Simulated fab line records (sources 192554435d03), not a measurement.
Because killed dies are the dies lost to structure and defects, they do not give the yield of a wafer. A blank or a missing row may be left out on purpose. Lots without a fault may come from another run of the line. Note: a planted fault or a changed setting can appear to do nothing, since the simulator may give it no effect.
Chamber matching -- flow n5 finfet -- ald metal-04 running N5_BEOL_M1_ALD_84: 4 sister chambers
The step deposits TaN, pulse time 2 s, purge time 3 s, co reactant purge time 2 s. 4 wafers are shown with their chamber, then 12 later ones without.

== WAFERS WITH THEIR CHAMBER ==
wafer,chamber,heater power w (W)
L085.2,2,483
L086.2,1,448
L086.3,0,397
L086.6,3,435

== WAFERS WHOSE CHAMBER IS MISSING ==
wafer,heater power w (W)
L090.1,403
L090.2,480
L090.6,470
L092.2,438
L092.4,474
L092.6,479
L096.1,450
L096.3,458
L096.5,410
L097.2,435
L097.3,456
L097.6,470

== CHAMBER TAKEN BY EACH ==
wafer,from the rows above,in truth
L090.1,0,0
L090.2,2,2
L090.6,can't be placed: 2 or 1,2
L092.2,can't be placed: 3 or 1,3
L092.4,2,2
L092.6,2,2
L096.1,can't be placed: 1 or 3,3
L096.3,can't be placed: 1 or 3 or 2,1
L096.5,can't be placed: 0 or 3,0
L097.2,can't be placed: 3 or 1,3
L097.3,can't be placed: 1 or 3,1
L097.6,can't be placed: 2 or 1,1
Correctly placed: 4 of 12. From these rows, 8 cannot be placed; in 8 the true chamber is one of the candidates. Wrongly placed: 0.
How it was worked out, from the rows above alone: a wafer's distance from a chamber is the root of the sum, over the readings, of the square of ((its reading less the chamber's mean) divided by the reading's scatter). If the next closest chamber is less than 2 further off than the closest, the wafer can't be placed; otherwise it belongs to the closest. Each chamber's mean is taken over the wafers shown for it. The scatter: with one shown wafer a chamber, the root of the mean of the squares of how far each hidden wafer lies from its nearest shown one.
